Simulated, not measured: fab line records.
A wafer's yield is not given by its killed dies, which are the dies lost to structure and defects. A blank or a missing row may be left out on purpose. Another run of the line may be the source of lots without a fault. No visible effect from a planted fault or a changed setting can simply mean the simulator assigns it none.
Comparing a struck lot with a sound one | flow nand_harc | 14 steps out of a route of 1302
Sound: these wafers, L382.1, L382.4, L382.6. Wafers L384.1, L384.3, L384.6 were the ones struck. At the end, the cause is stated.
Order at every step that has rows: each side's tool, ch and its chambers, its first start. Under that, the readings that differ: sound wafers | struck wafers | difference of the means | sigmas: that difference in standard deviations of wafers without a fault.
alike: same words and numbers on both sides, and readings whose means sit less than 2 such deviations apart. not compared: any withheld reading, any reading some wafer has no value for, any bound like >300 that may hide the same value, and any number with overlapping values for which the record gives no deviation.
The two part at a step that has a row with sigmas, a row that says differs or no value, or rows on one side only. Numbers that don't overlap but have no deviation are shown without sigmas and don't part them. A reading that every wafer of one side lacks parts them only if that side has two wafers or more.

first, 5 steps without rows for these wafers: NHARC_A_STAIRCASE_EBR_246; NHARC_A_STAIRCASE_EXPOSE_247 (exposes mask SDS 1); NHARC_A_STAIRCASE_PEB_248 (peb time 130 s); NHARC_A_STAIRCASE_DEVELOP_249 (time 140 s); NHARC_A_STAIRCASE_HARDBAKE_251 (time 140 s).
NHARC_A_STAIRCASE_DESCUM_252: chemistry O2, time 3 s.
  sound on rie_diel-13 ch 1,2,3, day 16 20:42; struck on rie_diel-13 ch 0,2, day 17 13:32
  alike: drypump_motor_current_A, oes_product_au, rf_vpp_V, showerhead_plenum_p_Torr, throttle_valve_pct
  not compared: rf_hours_counter_h
NHARC_A_STAIRCASE_ETCH_253: etches the open film in C4F8/O2, target depth 50 nm, time 20.2 s.
  sound on rie_diel-13 ch 0,1,2, day 16 20:46; struck on rie_diel-13 ch 0,2, day 17 13:37
  reading               | sound             | struck            | difference | sigmas
  oes_product_au (a.u.) | 0.918 0.912 0.914 | 0.976 0.958 0.983 | +0.058     | +3
  alike: rf_vpp_V
  not compared: rf_hours_counter_h
NHARC_A_STAIRCASE_STRIP_254: strips in O2.
  sound on plasma_asher-01 ch 0,1, day 16 20:51; struck on plasma_asher-02 ch 0,1, day 17 13:43
  alike: drypump_motor_current_A, heater_power_w
  not compared: rf_hours_counter_h
then, 3 steps without rows for these wafers: NHARC_A_STAIRCASE_STRIP_255 (strips in SPM, time 900 s); NHARC_A_STAIRCASE_PRECLEAN_256 (cleans in SC1); NHARC_A_STAIRCASE_SRD_257.
NHARC_A_STAIRCASE_HM_DEP_456: deposits aC, target thk 3100 nm.
  sound on acl_dep-02 ch 0, day 17 00:49; struck on acl_dep-03 ch 0, day 17 20:32
  reading              | sound | struck               | difference                   | sigmas
  susceptor_temp_C (C) | - - - | 400.36 400.51 400.54 | no value on the sound wafers |
  alike: throttle_valve_pct
NHARC_A_STAIRCASE_DEP_259: deposits SiON, target thk 30 nm.
  sound on pecvd-01 ch 1,2, day 17 02:40; struck on pecvd-02 ch 0,1, day 17 22:26
  alike: heater_power_w, susceptor_temp_C
NHARC_END_SORT_01:
  the record has rows for the sound wafers here (prober-01 ch 0, day 25 13:50) and none for the struck ones

== WHERE THEY PART ==
Last at NHARC_END_SORT_01 as far as this record goes, first at NHARC_A_STAIRCASE_ETCH_253.

WHY: the cause the simulator had injected
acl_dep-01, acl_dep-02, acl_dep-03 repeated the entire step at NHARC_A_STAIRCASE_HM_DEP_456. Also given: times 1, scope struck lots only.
